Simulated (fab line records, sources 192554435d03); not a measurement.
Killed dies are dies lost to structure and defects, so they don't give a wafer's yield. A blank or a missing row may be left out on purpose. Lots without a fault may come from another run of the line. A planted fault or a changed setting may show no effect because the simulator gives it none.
Which tool did it? | flow n5_finfet | 12 lots, 36 wafers sampled, at 4 steps of a route of 1938

WHAT THE GAUGES READ, wafer by wafer
N5_BEOL_M4_CD_MEAS_11: target cd 16.79 nm.
lot  | measured     | on        | cd_nm (nm)
L075 | day 7 14:26  | cd_sem-02 | 16.70 16.48 16.60
L077 | day 7 23:57  | cd_sem-02 | 16.83 16.57 16.76
L079 | day 8 10:01  | cd_sem-01 | 17.00 16.76 16.97
L081 | day 9 07:10  | cd_sem-02 | 16.54 17.04 16.95
L083 | day 10 08:10 | cd_sem-02 | 16.65 17.15 16.75
L085 | day 10 16:05 | cd_sem-03 | 16.57 16.97 17.07
L088 | day 10 21:01 | cd_sem-03 | 17.03 16.65 17.01
L089 | day 11 04:10 | cd_sem-02 | 16.85 16.62 16.90
L091 | day 12 05:20 | cd_sem-01 | 16.62 16.91 17.28
L094 | day 12 11:42 | cd_sem-02 | 17.25 17.11 16.70
L095 | day 13 02:05 | cd_sem-01 | 16.95 16.82 16.56
L097 | day 13 06:11 | cd_sem-02 | 16.89 17.65 17.12

WHICH TOOL RAN EACH LOT (tool, then ch and the chambers of the sampled wafers, then the start)
lot  | N5_BEOL_M3_ANNEAL_49         | N5_BEOL_M3_ANNEAL_91         | N5_BEOL_M3_SPUTTER_94
L075 | pvd_sputter-03, day 7 10:28  | pvd_sputter-03, day 7 11:34  | pvd_sputter-03, day 7 11:55
L077 | pvd_sputter-02, day 7 19:17  | pvd_sputter-02, day 7 20:23  | pvd_sputter-02, day 7 20:44
L079 | pvd_sputter-03, day 8 04:38  | pvd_sputter-03, day 8 05:44  | pvd_sputter-03, day 8 06:06
L081 | pvd_sputter-02, day 9 03:05  | pvd_sputter-02, day 9 04:11  | pvd_sputter-02, day 9 04:32
L083 | pvd_sputter-03, day 10 03:31 | pvd_sputter-03, day 10 04:37 | pvd_sputter-03, day 10 04:58
L085 | pvd_sputter-03, day 10 10:59 | pvd_sputter-03, day 10 12:05 | pvd_sputter-03, day 10 12:27
L088 | pvd_sputter-01, day 10 16:55 | pvd_sputter-01, day 10 18:01 | pvd_sputter-01, day 10 18:23
L089 | pvd_sputter-02, day 10 23:25 | pvd_sputter-02, day 11 00:31 | pvd_sputter-02, day 11 00:52
L091 | pvd_sputter-01, day 12 01:24 | pvd_sputter-01, day 12 02:30 | pvd_sputter-01, day 12 02:52
L094 | pvd_sputter-02, day 12 07:18 | pvd_sputter-02, day 12 08:24 | pvd_sputter-02, day 12 08:46
L095 | pvd_sputter-02, day 12 21:43 | pvd_sputter-02, day 12 22:49 | pvd_sputter-02, day 12 23:11
L097 | pvd_sputter-02, day 13 02:24 | pvd_sputter-02, day 13 03:30 | pvd_sputter-02, day 13 03:52
- N5_BEOL_M3_ANNEAL_49: time 240 s.
- N5_BEOL_M3_ANNEAL_91: time 240 s.
- N5_BEOL_M3_SPUTTER_94: material Cu, target thk 4.5 nm, time 8.29 s.

THE ANSWER, worked out from the rows above alone
Rule: what is usual is taken from the lots themselves. Put in order of their means at a reading, lots are off if they are a third of the lots or fewer, leave a main group of 4 or more, and stand apart from it by a gap of 3 or more times the standard deviation of the main group's means; of several such gaps the widest counts. A main group whose means are all the same, to the digits that the tables above print for the reading, isn't used. A lot without any number at a reading at which 4 lots or more have one is off too. The other lots that the step has rows for count as sound.
No lot is off at any reading shown: from this, nothing can be told.

WHAT THE SIMULATOR HAD PUT IN
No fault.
